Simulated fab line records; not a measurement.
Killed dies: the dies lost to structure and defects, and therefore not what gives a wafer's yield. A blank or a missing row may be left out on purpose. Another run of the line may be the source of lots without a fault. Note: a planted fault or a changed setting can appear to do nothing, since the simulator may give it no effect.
A lot that was struck, set against a sound lot :: flow nand harc :: 14 out of 1302 route steps
Sound: the wafers L710.1, L710.4, L710.6. Struck: wafers L722.1, L722.4, L722.6. The cause is named last.
Order at every step that has rows: each side's tool, ch and its chambers, its first start. Under that, the readings that differ: sound wafers :: struck wafers :: difference of the means :: sigmas: that difference in standard deviations of wafers without a fault.
alike: same words and numbers on both sides, and readings whose means sit less than 2 such deviations apart. not compared: any withheld reading, any reading some wafer has no value for, any bound like >300 that may hide the same value, and any number with overlapping values for which the record gives no deviation.
Wherever a step has rows on one side only, a row that says differs or no value, or a row with sigmas, the two part there. When numbers do not overlap yet have no deviation, they are printed without sigmas and do not part them. A reading that every wafer of one side lacks parts them only if that side has two wafers or more.

first, 2 steps without rows for these wafers: NHARC_A_CHANNEL_HOLE_D2_ETCH_39 (etches the open film in N2/H2, target depth 260 nm, time 325 s); NHARC_A_CHANNEL_HOLE_D2_ETCH_34 (etches the open film in CF4/CHF3, target depth 154 nm, time 77 s).
NHARC_A_CHANNEL_HOLE_D2_ETCH_16: etches the open film in O2/COS, target depth 3100 nm, time 806 s.
  sound: rie diel-07 ch 1,2,3; struck: rie diel-09 ch 0,1,3
  alike: bias w, chamber pressure mTorr, drypump motor current A, oes product au, rf vpp V, showerhead plenum p Torr, throttle valve pct
  not compared: rf hours counter h
NHARC_A_CHANNEL_HOLE_D2_CD_MEAS_18:
  struck on cd sem-01, day 20 09:32; sound on cd sem-02, day 15 06:09
  alike: cd nm
NHARC_A_CHANNEL_HOLE_D2_ETCH_19: etches the open film in C4F8/O2/Ar, time 34.5 s.
  sound on har etch-01 ch 0,1, day 15 06:14; struck on har etch-01 ch 0,1, day 20 09:37
  alike: bias v, c4f8 flow sccm, drypump motor current A, showerhead plenum p Torr, throttle valve pct
  not compared: rf hours counter h
NHARC_A_CHANNEL_HOLE_D2_ETCH_20: etches the open film in C4F8/O2/Ar, time 361.9 s, target depth 1600 nm.
  sound on har etch-01 ch 0,1, day 15 06:20; struck on har etch-01 ch 0,1, day 20 09:44
  alike: c4f8 flow sccm, chamber pressure mTorr, drypump motor current A, showerhead plenum p Torr, throttle valve pct
  not compared: rf hours counter h
then, 1 step without rows for these wafers: NHARC_A_CHANNEL_HOLE_D2_ETCH_21 (etches the open film in C4F8/O2/Ar, time 514.3 s, target depth 1600 nm).
NHARC_A_CHANNEL_HOLE_D2_ETCH_22: etches the open film in C4F8/O2/Ar, time 666.7 s, target depth 1600 nm.
  sound on har etch-01 ch 0,1, day 15 07:06; struck on har etch-01 ch 0,1, day 20 10:29
  alike: c4f8 flow sccm, chamber pressure mTorr, drypump motor current A, showerhead plenum p Torr, throttle valve pct
  not compared: rf hours counter h
then, 1 step without rows for these wafers: NHARC_A_CHANNEL_HOLE_D2_ETCH_23 (etches the open film in C4F8/O2/Ar, time 819 s, target depth 1600 nm).
NHARC_A_CHANNEL_HOLE_D2_ETCH_24: etches the open film in C4F8/O2/Ar, time 906.2 s, target depth 1500 nm.
  sound on har etch-01 ch 0,1, day 15 08:22; struck on har etch-01 ch 0,1, day 20 11:45
  alike: c4f8 flow sccm, chamber pressure mTorr, drypump motor current A, showerhead plenum p Torr, throttle valve pct
  not compared: rf hours counter h
then, 2 steps without rows for these wafers: NHARC_A_CHANNEL_HOLE_D2_ETCH_25 (etches the open film in C4F8/O2/Ar, time 1040.2 s, target depth 1500 nm); NHARC_A_CHANNEL_HOLE_D2_ETCH_26 (etches the open film in C4F8/O2/Ar, time 224.1 s, target depth 300 nm).
NHARC_A_CHANNEL_HOLE_D2_ETCH_27: etches the open film in C4F8/O2/Ar, time 90 s, target depth 400 nm.
  sound on har etch-01 ch 0,1, day 15 10:11; struck on har etch-01 ch 0,1, day 20 13:35
  no value came back on the struck wafers for any of 6 readings (bias v (V), c4f8 flow sccm (sccm) and others); on the sound wafers bias v (V) reads 399 408 407
  not compared: rf hours counter h
then, 1 step without rows for these wafers: NHARC_A_CHANNEL_HOLE_D2_STRIP_41 (strips in N2/H2).

WHERE THEY PART
NHARC_A_CHANNEL_HOLE_D2_ETCH_27 only, going by this record.

WHY: whatever the simulator had introduced
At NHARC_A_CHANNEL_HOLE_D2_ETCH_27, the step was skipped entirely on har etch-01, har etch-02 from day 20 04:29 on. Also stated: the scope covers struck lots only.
